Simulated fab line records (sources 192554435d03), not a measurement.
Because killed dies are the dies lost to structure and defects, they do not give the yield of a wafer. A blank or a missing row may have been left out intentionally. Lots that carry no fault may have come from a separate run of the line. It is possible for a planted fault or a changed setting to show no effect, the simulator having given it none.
Split-lot study :: flow n5 finfet :: on a route of 1938 steps: 7 lots, 21 wafers read

ABOUT THE SPLIT
At N5_WELL_APT_PEB_06 (peb time 90 s), the setting peb time s was moved away from the recipe's 90 s on 10 of the 21 wafers read, by -16.4% to +20.2%. All remaining wafers had this setting at the recipe value.

FROM THE SPLIT TO THE READING: what the file shows between them, 2 steps
- N5_WELL_APT_DEVELOP_07: develop time 45 s
- N5_WELL_APT_HARDBAKE_12: time 120 s

THE READING
WELL_APT.cd nm (the simulator's own value, which no gauge read), in nm, at N5_WELL_APT_DESCUM_13 (chemistry O2, time 7.9 s). No usual value for it is given in the file. Across the 11 wafers here that went through the recipe, the average is 200.4 nm and the standard deviation 1.4 nm.

wafer: L074.1
tool, chamber at the split: litho track-01, 0
peb time s as run, s: 75.21
against the recipe: -16.4%
WELL_APT.cd nm, nm: 194.1
against lot-mates on the recipe: -6.4

wafer: L074.5
tool, chamber at the split: litho track-01, 0
peb time s as run, s: 90
against the recipe: recipe
WELL_APT.cd nm, nm: 199.3
against lot-mates on the recipe: -

wafer: L074.6
tool, chamber at the split: litho track-01, 0
peb time s as run, s: 90
against the recipe: recipe
WELL_APT.cd nm, nm: 201.7
against lot-mates on the recipe: -

wafer: L075.3
tool, chamber at the split: litho track-02, 0
peb time s as run, s: 78.78
against the recipe: -12.5%
WELL_APT.cd nm, nm: 197.7
against lot-mates on the recipe: no lot-mate on the recipe

wafer: L075.4
tool, chamber at the split: litho track-02, 0
peb time s as run, s: 78.78
against the recipe: -12.5%
WELL_APT.cd nm, nm: 197
against lot-mates on the recipe: no lot-mate on the recipe

wafer: L075.5
tool, chamber at the split: litho track-02, 0
peb time s as run, s: 78.78
against the recipe: -12.5%
WELL_APT.cd nm, nm: 194.6
against lot-mates on the recipe: no lot-mate on the recipe

wafer: L080.1
tool, chamber at the split: litho track-05, 0
peb time s as run, s: 108.2
against the recipe: +20.2%
WELL_APT.cd nm, nm: 202.8
against lot-mates on the recipe: no lot-mate on the recipe

wafer: L080.2
tool, chamber at the split: litho track-05, 0
peb time s as run, s: 108.2
against the recipe: +20.2%
WELL_APT.cd nm, nm: 205
against lot-mates on the recipe: no lot-mate on the recipe

wafer: L080.3
tool, chamber at the split: litho track-05, 0
peb time s as run, s: 108.2
against the recipe: +20.2%
WELL_APT.cd nm, nm: 205.1
against lot-mates on the recipe: no lot-mate on the recipe

wafer: L084.2
tool, chamber at the split: litho track-01, 0
peb time s as run, s: 90
against the recipe: recipe
WELL_APT.cd nm, nm: 199.2
against lot-mates on the recipe: -

wafer: L084.5
tool, chamber at the split: litho track-01, 0
peb time s as run, s: 90
against the recipe: recipe
WELL_APT.cd nm, nm: 199.2
against lot-mates on the recipe: -

wafer: L084.3
tool, chamber at the split: litho track-01, 0
peb time s as run, s: 90
against the recipe: recipe
WELL_APT.cd nm, nm: 198.8
against lot-mates on the recipe: -

wafer: L089.2
tool, chamber at the split: litho track-02, 0
peb time s as run, s: 90
against the recipe: recipe
WELL_APT.cd nm, nm: 199.9
against lot-mates on the recipe: -

wafer: L089.5
tool, chamber at the split: litho track-02, 0
peb time s as run, s: 101.5
against the recipe: +12.8%
WELL_APT.cd nm, nm: 207.6
against lot-mates on the recipe: +7.2

wafer: L089.6
tool, chamber at the split: litho track-02, 0
peb time s as run, s: 90
against the recipe: recipe
WELL_APT.cd nm, nm: 201
against lot-mates on the recipe: -

wafer: L091.4
tool, chamber at the split: litho track-02, 0
peb time s as run, s: 90
against the recipe: recipe
WELL_APT.cd nm, nm: 198.8
against lot-mates on the recipe: -

wafer: L091.5
tool, chamber at the split: litho track-02, 0
peb time s as run, s: 90
against the recipe: recipe
WELL_APT.cd nm, nm: 201.4
against lot-mates on the recipe: -

wafer: L091.6
tool, chamber at the split: litho track-02, 0
peb time s as run, s: 90
against the recipe: recipe
WELL_APT.cd nm, nm: 202.6
against lot-mates on the recipe: -

wafer: L095.3
tool, chamber at the split: litho track-02, 0
peb time s as run, s: 84.34
against the recipe: -6.3%
WELL_APT.cd nm, nm: 200.9
against lot-mates on the recipe: -1.2

wafer: L095.4
tool, chamber at the split: litho track-02, 0
peb time s as run, s: 90
against the recipe: recipe
WELL_APT.cd nm, nm: 202.1
against lot-mates on the recipe: -

wafer: L095.5
tool, chamber at the split: litho track-02, 0
peb time s as run, s: 84.34
against the recipe: -6.3%
WELL_APT.cd nm, nm: 199.1
against lot-mates on the recipe: -3.0

FIT RESULTS
A straight line over all 21 wafers: WELL_APT.cd nm changes by +0.266 nm for each +1% of peb time s; r = +0.85; the points scatter about the line by 1.8 nm.
The same after taking each lot's own level away (the mean of its wafers on the recipe; 15 wafers): +0.443 nm for each +1%; r = +0.93; scatter 1.1 nm.
Per that fit: largest peb time s move, reading shift of 9 nm.
The lots' own levels span 199.07 to 202.10 nm, that is 2.2 times the standard deviation above.
So the slope is not independent of the lot-to-lot level: the two fits are not the same.
Check: with one of the wafers moved furthest among these (-16.4%) left out of the fit, the line predicts -7.78 nm for it against its lot-mates. Against them it came out at -6.4 nm.

THE OTHER SPLITS THESE WAFERS WENT THROUGH
Note: prior to the reading, these wafers also went through further splits. Each is held against what the fit with the lots' levels taken away leaves over:
other split on the same wafers: N5_ZERO_LAYER_PECVD_02 time s
wafers away from the commonest value: 8
r with WELL_APT.cd nm (lot level and that fit taken away): +0.47

other split on the same wafers: N5_ZERO_LAYER_COAT_05 spin rpm
wafers away from the commonest value: 6
r with WELL_APT.cd nm (lot level and that fit taken away): -0.13

THE FILE'S OWN FIT
WELL_APT.cd nm changes by +0.444 nm for each +1% of peb time s, r = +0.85.
